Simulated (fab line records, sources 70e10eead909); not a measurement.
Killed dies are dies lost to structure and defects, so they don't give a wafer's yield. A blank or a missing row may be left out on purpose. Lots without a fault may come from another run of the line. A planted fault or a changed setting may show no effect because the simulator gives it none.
fab line records | flow nand_harc
record lots=12 wafers=36 last_day=33
route steps=1302 shown A_STAIRCASE@831 END@1302
lots that met no fault: from a run of the same line without faults
start_h: hours from the record's first day to the start of the lot's first wafer shown | wait_h: hours since the lot's step before | " the same as in the row above | L1.1+2: a row that stands for several wafers | - no value, or no start given | * or withheld: withheld | < > ~ a bound
route shown NAME@n: a module of which the file shows steps, and the number in the route of the first | usual: mean/standard deviation of fault-free wafers | same: alike in all rows | chamber/n: place in a boat | sites: the reading at each site | _std_site: their standard deviation | _edge_site: outer sites' mean less inner sites' | radius_mm: how far each site lies from the wafer's centre | mask NAME#n: copy n | behind: the tool/chamber that last shaped the wafer | hold: why the lot was held/for how many hours/how that ended | device: the transistor (n, p or np) that didn't switch | end of line: the same wafers' tests at the end of the route | a step without rows: its recipe alone | killed: dies lost to structure and defects at the first sort, not the wafer's yield | map: a wafer's dies, x killed, . not, _ none there
set.NAME: the setting as run; set.NAME@STEP: as run at that earlier step | model.NAME: the simulator's own value behind a step, which no gauge read
steps of the route over a sample of lots; a table a step, a row a wafer
services: from which hour (start_h, from the record's first day; less than 0 if before it) a tool's chamber was out of use, for how many hours, and why
## steps
# step NHARC_A_STAIRCASE_ETCH_313
# recipe cf4_flow_sccm=100 chf3_flow_sccm=30 ar_flow_sccm=0 rf_w=500 bias_w=200 chemistry=CF4/CHF3
# usual chf3_flow_sccm=30.00/0.093 drypump_motor_current_A=5.7/0.35 oes_product_au=0.931/0.018 rf_vpp_V=370.9/2.8 showerhead_plenum_p_Torr=1.58/0.08 throttle_valve_pct=16.802/0.0091
# columns lot.wafer tool chamber start_h wait_h chf3_flow_sccm drypump_motor_current_A oes_product_au rf_hours_counter_h rf_vpp_V showerhead_plenum_p_Torr throttle_valve_pct
L223.1 rie_diel-08 1 394.03 0.1 29.97 5.9 0.979 7 371.7 1.62 16.805
L223.2 " 0 " " 30.20 5.8 0.971 6 372.3 1.64 16.806
L223.5 " 2 " " 29.87 5.7 0.997 - 372.4 1.63 16.796
L225.4 rie_diel-03 1 406.56 0.1 29.99 6.3 0.914 41 367.4 1.48 16.804
L225.2 " 3 " " 29.81 5.6 0.912 40 370.2 1.57 16.810
L225.5 " 1 " " 30.00 6.3 0.917 - 368.3 1.48 16.806
L226.3 rie_diel-10 1 410.37 0.2 30.06 6.0 0.918 51 368.0 1.48 16.799
L226.1 " 2 " " 30.02 5.1 0.921 56 370.7 1.57 16.808
L226.5 " 3 " " 30.21 5.5 0.927 - 366.8 1.45 16.797
L229.3 rie_diel-10 1 437.80 0.1 29.94 6.0 0.979 3 366.9 1.48 16.817
L229.1 " 3 " " 30.09 5.4 0.944 4 375.0 1.70 16.812
L229.5 " 1 " " 30.09 6.0 0.979 - 366.0 1.48 16.808
L228.1 rie_diel-03 1 439.73 0.1 30.09 6.3 0.912 50 367.5 1.48 16.798
L228.2 " 2 " " 30.22 5.6 0.916 52 367.7 1.46 16.770
L228.5 " 1 " " 29.99 6.3 0.923 - 368.3 1.47 16.810
L232.3 rie_diel-03 1 495.10 0.1 29.97 6.3 0.922 3 368.3 1.47 16.805
L232.2 " 2 " " 30.07 5.7 0.965 10 375.9 1.70 16.808
L232.1 " 3 " " 30.01 5.6 0.939 12 371.7 1.57 16.794
L233.3 rie_diel-03 2 506.98 0.1 30.04 5.7 0.930 13 375.5 1.70 16.807
L233.2 " 1 " " 30.05 6.3 0.908 5 366.1 1.47 16.801
L233.6 " 2 " " 30.06 5.7 0.926 - 373.4 1.70 16.799
L240.1 rie_diel-10 3 541.64 2.9 29.99 5.5 0.922 45 374.4 1.69 16.796
L240.5 " 2 " " 30.14 5.1 0.927 - 372.5 1.56 16.798
L240.6 " 3 " " 29.93 5.5 0.920 - 374.7 1.69 16.799
L242.1 rie_diel-08 2 575.66 0.1 30.04 5.8 0.931 4 372.5 1.62 16.803
L242.3 " 3 " " 29.95 6.3 0.933 4 375.6 1.70 16.808
L242.2 " 1 " " 29.96 5.8 0.914 3 371.6 1.61 16.807
L243.4 rie_diel-08 2 583.25 0.1 30.05 5.7 0.939 5 370.8 1.62 16.799
L243.2 " 0 " " 30.09 5.9 0.933 5 373.5 1.63 16.781
L243.5 " 1 " " 30.02 5.9 0.910 - 371.2 1.61 16.803
L244.4 rie_diel-08 3 606.10 3.9 29.98 6.3 0.935 - 374.9 1.70 16.802
L244.3 " 0 " " 29.97 5.9 0.938 - 373.5 1.62 16.797
L244.6 " 3 " " 29.95 6.3 0.927 - 374.3 1.70 16.787
L246.1 rie_diel-08 1 619.25 0.1 29.90 5.9 0.925 18 371.0 1.61 16.817
L246.2 " 2 " " 29.89 5.7 0.939 18 371.2 1.61 16.798
L246.6 " 1 " " 29.97 5.9 0.930 - 372.4 1.61 16.802
# step NHARC_A_STAIRCASE_DEP_417
# recipe target_thk_a=600 step_coverage_pct=20 temp_c=400 target_thk_nm=60 flow_sccm=200 rf_w=450 material=Si3N4
# usual heater_power_w=762/110
# columns lot.wafer tool chamber start_h wait_h heater_power_w
L223.2 pecvd-02 2 398.09 - 585
L223.1 " 0 " " 719
L223.5 " 1 " " 845
L225.2 pecvd-03 1 410.69 - 787
L225.4 " 1 " " 803
L225.5 " 2 " " 695
L226.1 pecvd-03 1 414.57 - 793
L226.3 " 2 " " 540
L226.5 " 1 " " 805
L229.1 pecvd-01 1 443.31 - 754
L229.3 " 0 " " 753
L229.5 " 1 " " 771
L228.1 pecvd-01 2 446.78 - 577
L228.2 " 1 " " 902
L228.5 " 0 " " 855
L232.2 pecvd-03 2 499.14 - 642
L232.3 " 0 " " 808
L232.1 " 1 " " 837
L233.2 pecvd-03 2 511.07 - 626
L233.3 " 0 " " 794
L233.6 " 0 " " 807
L240.1 pecvd-01 0 546.99 - 791
L240.5 " 2 " " 592
L240.6 " 0 " " 797
L242.3 pecvd-02 2 579.77 - 648
L242.2 " 0 " " 786
L242.1 " 1 " " 973
L243.2 pecvd-01 0 589.11 - 769
L243.5 " 2 " " 676
L243.4 " 1 " " 905
L244.3 pecvd-02 2 611.62 - 630
L244.6 " 0 " " 688
L244.4 " 2 " " 635
L246.1 pecvd-03 2 623.40 - 652
L246.2 " 0 " " 774
L246.6 " 2 " " 635
# step NHARC_A_STAIRCASE_DEP_325
# recipe target_thk_a=72000 temp_c=400 target_thk_nm=7200 teos_flow_sccm=200 rf_w=500 material=SiO2
# usual heater_power_w=701/110
# columns lot.wafer tool chamber start_h wait_h heater_power_w
L223.2 pecvd-01 2 422.21 0.2 650
L223.1 " 0 " " 828
L223.5 " 2 " " 558
L225.2 pecvd-03 0 437.52 0.4 781
L225.4 " 1 " " 660
L225.5 " 2 " " 544
L226.1 pecvd-01 1 441.53 0.1 883
L226.3 " 0 " " 745
L226.5 " 1 " " 709
L228.1 pecvd-03 1 469.39 0.2 754
L228.2 " 2 " " 672
L228.5 " 1 " " 666
L229.1 pecvd-01 0 469.44 0.2 796
L229.3 " 1 " " 859
L229.5 " 1 " " 726
L232.1 pecvd-03 0 530.28 0.1 792
L232.2 " 1 " " 747
L232.3 " 2 " " 649
L233.3 pecvd-03 2 536.32 0.1 602
L233.2 " 1 " " 802
L233.6 " 2 " " 538
L240.1 pecvd-02 1 577.16 0.2 775
L240.6 " 0 " " 695
L240.5 " 2 " " 537
L242.2 pecvd-03 1 611.71 0.1 827
L242.1 " 2 " " 696
L242.3 " 0 " " 850
L243.2 pecvd-02 2 616.62 0.1 609
L243.4 " 0 " " 621
L243.5 " 1 " " 806
L244.3 pecvd-02 1 635.22 0.2 921
L244.6 " 0 " " 609
L244.4 " 2 " " 527
L246.1 pecvd-01 1 650.45 0.1 888
L246.2 " 0 " " 846
L246.6 " 1 " " 795
# step NHARC_A_STAIRCASE_DESCUM_443
# recipe time_s=3 o2_flow_sccm=200 ar_flow_sccm=0 bias_power_w=0 chemistry=O2
# usual drypump_motor_current_A=5.7/0.36 oes_product_au=1.000/0.011 rf_vpp_V=57.9/0.9 showerhead_plenum_p_Torr=1.93/0.1 throttle_valve_pct=11.313/0.0094
# columns lot.wafer tool chamber start_h wait_h drypump_motor_current_A oes_product_au rf_hours_counter_h rf_vpp_V showerhead_plenum_p_Torr throttle_valve_pct
L223.1 rie_diel-08 0 429.90 - 5.9 0.996 20 58.5 2.00 11.320
L223.2 " 1 " " 5.8 1.000 21 58.1 1.97 11.302
L223.5 " 2 " " 5.8 1.017 - 57.9 1.98 11.319
L225.4 rie_diel-10 1 445.76 - 6.0 0.998 3 58.2 1.79 11.314
L225.2 " 0 " " 5.2 0.994 3 58.4 1.86 11.304
L225.5 " 1 " " 6.0 0.995 - 57.5 1.79 11.317
L226.3 rie_diel-10 1 450.59 - 6.0 0.994 5 56.0 1.79 11.311
L226.1 " 2 " " 5.1 0.986 7 59.5 1.91 11.311
L226.5 " 0 " " 5.2 0.989 - 58.8 1.86 11.312
L229.3 rie_diel-03 0 480.64 - 5.5 1.006 5 57.9 2.02 11.328
L229.1 " 2 " " 5.7 1.006 3 58.5 2.08 11.305
L229.5 " 2 " " 5.7 0.998 - 58.7 2.08 11.303
L228.2 rie_diel-10 3 480.80 - 5.5 0.995 23 58.3 2.07 11.328
L228.1 " 1 " " 6.0 0.992 17 57.8 1.79 11.302
L228.5 " 0 " " 5.2 0.999 - 58.2 1.86 11.318
L232.3 rie_diel-03 0 542.12 - 5.5 0.992 27 57.0 2.01 11.311
L232.2 " 1 " " 6.4 0.979 15 56.3 1.78 11.328
L232.1 " 2 " " 5.7 0.990 23 58.2 2.07 11.306
L233.2 rie_diel-10 0 547.55 - 5.2 1.012 42 57.9 1.85 11.310
L233.3 " 2 " " 5.1 0.993 43 57.7 1.90 11.314
L233.6 " 0 " " 5.2 1.015 - 58.0 1.85 11.316
L240.1 rie_diel-10 0 588.23 - 5.2 1.010 58 56.4 1.85 11.290
L240.6 " 2 " " 5.1 0.988 - 57.6 1.90 11.329
L240.5 " 3 " " 5.5 1.005 - 58.9 2.06 11.307
L242.1 rie_diel-03 2 620.30 - 5.7 1.010 48 58.8 2.06 11.308
L242.2 " 3 " " 5.6 1.009 58 58.6 1.89 11.319
L242.3 " 0 " " 5.5 1.019 55 57.7 2.00 11.316
L243.2 rie_diel-08 1 627.55 - 5.9 0.987 20 58.0 1.96 11.302
L243.4 " 0 " " 5.9 1.008 16 57.9 1.98 11.313
L243.5 " 1 " " 5.8 0.989 - 57.6 1.96 11.306
L244.3 rie_diel-10 2 644.13 - 5.1 0.985 14 58.2 1.89 11.326
L244.4 " 0 " " 5.2 0.999 - 58.0 1.84 11.318
L244.6 " 1 " " 6.0 1.002 - 58.2 1.77 11.300
L246.1 rie_diel-08 1 658.47 - 5.9 1.006 32 56.9 1.95 11.308
L246.2 " 3 " " 6.3 1.015 37 58.1 2.06 11.304
L246.6 " 1 " " 5.9 0.990 - 57.9 1.95 11.307
# step NHARC_END_SORT_01
# recipe temp_c=25
# usual killed_at_array=59/16 killed_at_other=0.8/1.1 killed_at_periphery=3.6/2.4 killed_dies=64/16 killed_open=3.4/1.8 killed_short=2.5/1.6
# same gross_dies=677
# columns lot.wafer tool chamber start_h wait_h hold killed_at_array killed_at_other killed_at_periphery killed_dies killed_open killed_short
L223.1 prober-01 0 564.34 2.5 - 86 0 6 92 5 6
L223.2 prober-01 0 565.14 2.8 - 101 0 5 106 3 2
L223.5 prober-01 0 567.55 3.7 - 78 0 4 82 4 2
L225.2 prober-02 0 581.52 2.8 - 68 0 4 72 2 4
L225.4 prober-02 0 583.13 3.4 - 81 0 2 83 3 2
L225.5 prober-02 0 583.94 3.7 - 87 0 0 87 4 3
L226.1 prober-02 0 588.52 2.5 - 85 0 3 88 5 3
L226.3 prober-02 0 590.12 3.1 - 82 0 3 85 6 2
L226.5 prober-02 0 591.72 3.7 - 82 0 5 87 5 0
L233.2 prober-02 0 698.70 2.8 await_dispo/5.2h/scrap 673 0 4 677 6 0
L233.3 prober-02 0 699.51 3.1 await_dispo/5.2h/scrap 674 0 3 677 5 4
L233.6 prober-02 0 701.94 4.0 await_dispo/5.2h/scrap 674 1 2 677 0 2
L232.1 prober-02 0 703.50 2.5 - 668 1 8 677 5 1
L232.2 prober-02 0 704.30 2.8 - 672 3 2 677 2 1
L232.3 prober-02 0 705.10 3.1 - 669 0 8 677 3 0
L240.1 prober-02 0 725.17 2.5 - 47 2 1 50 2 1
L240.5 prober-02 0 728.35 3.7 - 49 6 3 58 2 2
L240.6 prober-02 0 729.15 4.0 - 46 2 1 49 5 1
L242.1 prober-01 0 753.38 2.5 - 72 0 4 76 4 1
L242.2 prober-01 0 754.17 2.8 - 56 0 2 58 0 1
L242.3 prober-01 0 754.95 3.1 - 51 0 4 55 2 3
L243.2 prober-01 0 764.27 2.8 - 53 0 3 56 3 2
L243.4 prober-01 0 765.85 3.4 - 62 0 1 63 5 3
L243.5 prober-01 0 766.64 3.7 - 71 0 0 71 3 3
# killed by level:class
L223.1 A_CHANNEL_HOLE_D2:chamber_film_flake=25 A_CHANNEL_HOLE_D1:chamber_film_flake=22 A_SLIT:chamber_film_flake=22 A_CONTACT:chamber_film_flake=4 A_WL_FILL:chamber_film_flake=3 A_CHANNEL_FILL_D2:geometric_particle:short=2 P_STI:chamber_film_flake=2 A_STAIRCASE:chamber_film_flake=2
L223.2 A_CHANNEL_HOLE_D1:chamber_film_flake=36 A_CHANNEL_HOLE_D2:chamber_film_flake=32 A_SLIT:chamber_film_flake=19 A_CONTACT:chamber_film_flake=7 P_M2:chamber_film_flake=3 P_GATE:chamber_film_flake=2 A_CHANNEL_FILL_D1:geometric_particle:short=1 A_DECK1_JOINT:geometric_particle:short=1
L223.5 A_CHANNEL_HOLE_D2:chamber_film_flake=26 A_SLIT:chamber_film_flake=23 A_CHANNEL_HOLE_D1:chamber_film_flake=17 A_CONTACT:chamber_film_flake=4 P_GATE:chamber_film_flake=2 P_M2:chamber_film_flake=2 A_ONON_D1:geometric_particle:open=1 A_CHANNEL_HOLE_D2:geometric_particle:open=1
L225.2 A_SLIT:chamber_film_flake=27 A_CHANNEL_HOLE_D1:chamber_film_flake=24 A_CHANNEL_HOLE_D2:chamber_film_flake=5 A_CONTACT:chamber_film_flake=4 P_GATE:chamber_film_flake=2 P_GATE:geometric_particle:open=1 P_M0:geometric_particle:short=1 A_CHANNEL_FILL_D1:geometric_particle:short=1
L225.4 A_CHANNEL_HOLE_D1:chamber_film_flake=36 A_SLIT:chamber_film_flake=27 A_CHANNEL_HOLE_D2:chamber_film_flake=8 A_CONTACT:chamber_film_flake=3 A_CONTACT:geometric_particle:open=2 P_CONTACT:geometric_particle:short=1 A_CHANNEL_HOLE_D1:geometric_particle:short=1 A_DECK1_JOINT:geometric_particle:open=1
L225.5 A_CHANNEL_HOLE_D1:chamber_film_flake=36 A_SLIT:chamber_film_flake=23 A_CHANNEL_HOLE_D2:chamber_film_flake=9 A_STAIRCASE:chamber_film_flake=3 A_CONTACT:chamber_film_flake=3 A_ZERO_WELL:chamber_film_flake=2 A_WL_FILL:chamber_film_flake=2 A_ONON_D1:geometric_particle:open=1
L226.1 A_SLIT:chamber_film_flake=31 A_CHANNEL_HOLE_D2:chamber_film_flake=27 A_STAIRCASE:chamber_film_flake=9 A_CHANNEL_HOLE_D1:chamber_film_flake=4 A_CHANNEL_FILL_D2:geometric_particle:open=2 A_WL_FILL:chamber_film_flake=2 A_CONTACT:chamber_film_flake=2 P_CONTACT:geometric_particle:open=1
L226.3 A_CHANNEL_HOLE_D2:chamber_film_flake=37 A_SLIT:chamber_film_flake=29 A_STAIRCASE:chamber_film_flake=8 P_CONTACT:geometric_particle:open=2 A_ONON_D1:geometric_particle:short=1 A_ONON_D1:geometric_particle:open=1 A_DECK1_JOINT:geometric_particle:open=1 A_WL_FILL:geometric_particle:short=1
L226.5 A_CHANNEL_HOLE_D2:chamber_film_flake=32 A_SLIT:chamber_film_flake=30 A_STAIRCASE:chamber_film_flake=8 P_STI:chamber_film_flake=3 A_CHANNEL_HOLE_D1:chamber_film_flake=3 A_M0:chamber_film_flake=3 A_CONTACT:chamber_film_flake=2 P_CONTACT:geometric_particle:open=1
L233.2 A_STAIRCASE:area_dep=606 A_CHANNEL_HOLE_D1:chamber_film_flake=35 A_SLIT:chamber_film_flake=24 A_ONON_D2:geometric_particle:open=2 P_M2:geometric_particle:open=1 A_CHANNEL_FILL_D1:geometric_particle:open=1 A_SLIT:geometric_particle:open=1 A_M0:geometric_particle:open=1
L233.3 A_STAIRCASE:area_dep=607 A_SLIT:chamber_film_flake=29 A_CHANNEL_HOLE_D1:chamber_film_flake=22 A_CONTACT:chamber_film_flake=4 P_M0:chamber_film_flake=2 P_GATE:geometric_particle:open=1 A_SOURCE_PLATE:geometric_particle:short=1 A_CHANNEL_HOLE_D1:geometric_particle:open=1
L233.6 A_STAIRCASE:area_dep=613 A_CHANNEL_HOLE_D1:chamber_film_flake=29 A_SLIT:chamber_film_flake=20 A_CONTACT:chamber_film_flake=4 A_CHANNEL_HOLE_D2:chamber_film_flake=2 A_STAIRCASE:chamber_film_flake=2 A_WL_FILL:chamber_film_flake=2 A_ONON_D1:geometric_particle:short=1
L232.1 A_STAIRCASE:area_dep=604 A_CHANNEL_HOLE_D1:chamber_film_flake=29 A_CHANNEL_HOLE_D2:chamber_film_flake=16 A_CONTACT:chamber_film_flake=5 P_M0:chamber_film_flake=5 A_STAIRCASE:chamber_film_flake=4 A_DECK1_JOINT:chamber_film_flake=3 A_CHANNEL_FILL_D1:chamber_film_flake=2
L232.2 A_STAIRCASE:area_dep=612 A_CHANNEL_HOLE_D1:chamber_film_flake=35 A_CHANNEL_HOLE_D2:chamber_film_flake=14 A_STAIRCASE:chamber_film_flake=3 THIN_TSV:chamber_film_flake=3 A_CHANNEL_FILL_D1:chamber_film_flake=2 A_DECK1_JOINT:chamber_film_flake=2 P_GATE:geometric_particle:open=1
L232.3 A_STAIRCASE:area_dep=617 A_CHANNEL_HOLE_D1:chamber_film_flake=29 A_CHANNEL_HOLE_D2:chamber_film_flake=8 P_M0:chamber_film_flake=5 A_CHANNEL_FILL_D1:chamber_film_flake=4 A_STAIRCASE:chamber_film_flake=4 A_CONTACT:chamber_film_flake=4 P_CONTACT:geometric_particle:open=2
L240.1 A_CHANNEL_HOLE_D2:chamber_film_flake=24 A_CHANNEL_HOLE_D1:chamber_film_flake=12 A_SLIT:chamber_film_flake=5 A_CONTACT:chamber_film_flake=2 THIN_TSV:chamber_film_flake=2 A_CHANNEL_FILL_D1:geometric_particle:short=1 A_ONON_D2:geometric_particle:open=1 A_CHANNEL_FILL_D2:geometric_particle:open=1
L240.5 A_CHANNEL_HOLE_D2:chamber_film_flake=23 A_SLIT:chamber_film_flake=11 A_CHANNEL_HOLE_D1:chamber_film_flake=9 THIN_TSV:chamber_film_flake=6 P_GATE:chamber_film_flake=2 A_STAIRCASE:chamber_film_flake=2 P_M0:geometric_particle:open=1 A_DECK1_JOINT:geometric_particle:short=1
L240.6 A_CHANNEL_HOLE_D2:chamber_film_flake=26 A_SLIT:chamber_film_flake=6 A_CHANNEL_HOLE_D1:chamber_film_flake=3 A_ONON_D2:geometric_particle:open=2 THIN_TSV:chamber_film_flake=2 A_CHANNEL_HOLE_D1:geometric_particle:open=1 A_CHANNEL_FILL_D1:geometric_particle:open=1 A_CHANNEL_FILL_D2:geometric_particle:open=1
L242.1 A_SLIT:chamber_film_flake=36 A_CHANNEL_HOLE_D1:chamber_film_flake=17 A_STAIRCASE:chamber_film_flake=5 A_CHANNEL_HOLE_D2:chamber_film_flake=4 P_STI:chamber_film_flake=2 A_CONTACT:chamber_film_flake=2 A_M0:chamber_film_flake=2 P_M1:geometric_particle:short=1
L242.2 A_SLIT:chamber_film_flake=30 A_CHANNEL_HOLE_D1:chamber_film_flake=14 A_CONTACT:chamber_film_flake=6 P_GATE:chamber_film_flake=2 A_CHANNEL_HOLE_D2:chamber_film_flake=2 A_STAIRCASE:chamber_film_flake=2 A_CHANNEL_HOLE_D1:geometric_particle:short=1 A_CHANNEL_FILL_D2:chamber_film_flake=1
L242.3 A_SLIT:chamber_film_flake=36 A_CHANNEL_HOLE_D1:chamber_film_flake=8 A_CONTACT:chamber_film_flake=2 P_GATE:geometric_particle:open=1 P_CONTACT:geometric_particle:short=1 A_SOURCE_PLATE:geometric_particle:short=1 A_CHANNEL_FILL_D1:geometric_particle:short=1 A_DECK1_JOINT:geometric_particle:open=1
L243.2 A_CHANNEL_HOLE_D2:chamber_film_flake=24 A_CHANNEL_HOLE_D1:chamber_film_flake=14 A_CONTACT:chamber_film_flake=4 A_SLIT:chamber_film_flake=3 A_STAIRCASE:chamber_film_flake=3 P_STI:geometric_particle:short=1 P_M0:geometric_particle:open=1 A_DECK1_JOINT:geometric_particle:open=1
L243.4 A_CHANNEL_HOLE_D2:chamber_film_flake=27 A_CHANNEL_HOLE_D1:chamber_film_flake=18 A_STAIRCASE:chamber_film_flake=5 A_WL_FILL:geometric_particle:short=2 A_M0:geometric_particle:open=2 A_SLIT:chamber_film_flake=2 A_CONTACT:chamber_film_flake=2 P_M0:geometric_particle:open=1
L243.5 A_CHANNEL_HOLE_D2:chamber_film_flake=24 A_CHANNEL_HOLE_D1:chamber_film_flake=14 A_CONTACT:chamber_film_flake=10 A_STAIRCASE:chamber_film_flake=8 A_SLIT:chamber_film_flake=6 A_WL_FILL:chamber_film_flake=2 A_CHANNEL_FILL_D1:geometric_particle:short=1 A_DECK1_JOINT:geometric_particle:open=1
## services
# columns tool chamber start_h hours kind
rie_diel-08 - 371.69 9.0 pm
pecvd-03 0 379.61 - clean
pecvd-03 1 379.61 - clean
pecvd-03 2 379.61 - clean
rie_diel-03 1 381.98 11.9 repair
rie_diel-08 2 382.30 3.3 repair
pecvd-03 0 394.48 8.3 repair
pecvd-02 - 408.24 13.0 pm
rie_diel-10 - 427.72 0.3 repair
rie_diel-03 - 442.14 0.5 repair
rie_diel-03 - 458.33 9.0 pm
pecvd-01 - 488.48 5.4 repair
pecvd-03 - 547.61 13.0 pm
pecvd-03 0 547.61 13.0 vent_cycle
pecvd-03 1 547.61 13.0 vent_cycle
rie_diel-08 - 549.09 9.0 pm
rie_diel-03 3 555.71 3.1 repair
rie_diel-03 2 586.42 7.1 repair
pecvd-02 - 589.24 13.0 pm
rie_diel-10 - 596.94 9.0 pm
rie_diel-03 2 603.27 6.9 repair
pecvd-03 1 603.37 4.4 repair
rie_diel-08 2 606.03 5.7 repair
rie_diel-03 - 635.33 9.0 pm
## key
first_sign step=NHARC_END_SORT_01 reading=killed_dies direction=up sigmas=39 usual=64 struck=677
effect step=NHARC_END_SORT_01 reading=killed_at_array direction=up sigmas=38 usual=59 struck=672
more_kills_born_at NHARC_A_STAIRCASE_DEP_325@pecvd-03=3659
met_at NHARC_A_STAIRCASE_DEP_325
struck_lots L232,L233
later_rows_left_out L232.1,L232.2,L232.3,L233.2,L233.3,L233.6
tester_left_out L232,L233
not_acting_at NHARC_A_STAIRCASE_ETCH_313,NHARC_A_STAIRCASE_DEP_417,NHARC_A_STAIRCASE_DESCUM_443
onset_between 469.39 530.28
fault kind=process_parameter_drift tool=pecvd-03 chamber=- onset_h=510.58 steps=NHARC_A_STAIRCASE_DEP_325 channel=target_thk_nm offset=-3214.9 shape=step end_h=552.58 acts_in=these_recipes_only stated=7200
# tester_left_out: of these lots the tester's yield and bins aren't shown, on N5 and GAA mostly nor the transistor test; their killed dies are dies lost to structure and defects alone, not to doping, threshold or leakage, so they don't give the yield
# later_rows_left_out: the simulator's readings of these wafers behind a module that went badly wrong aren't trusted and aren't shown, but for the sort
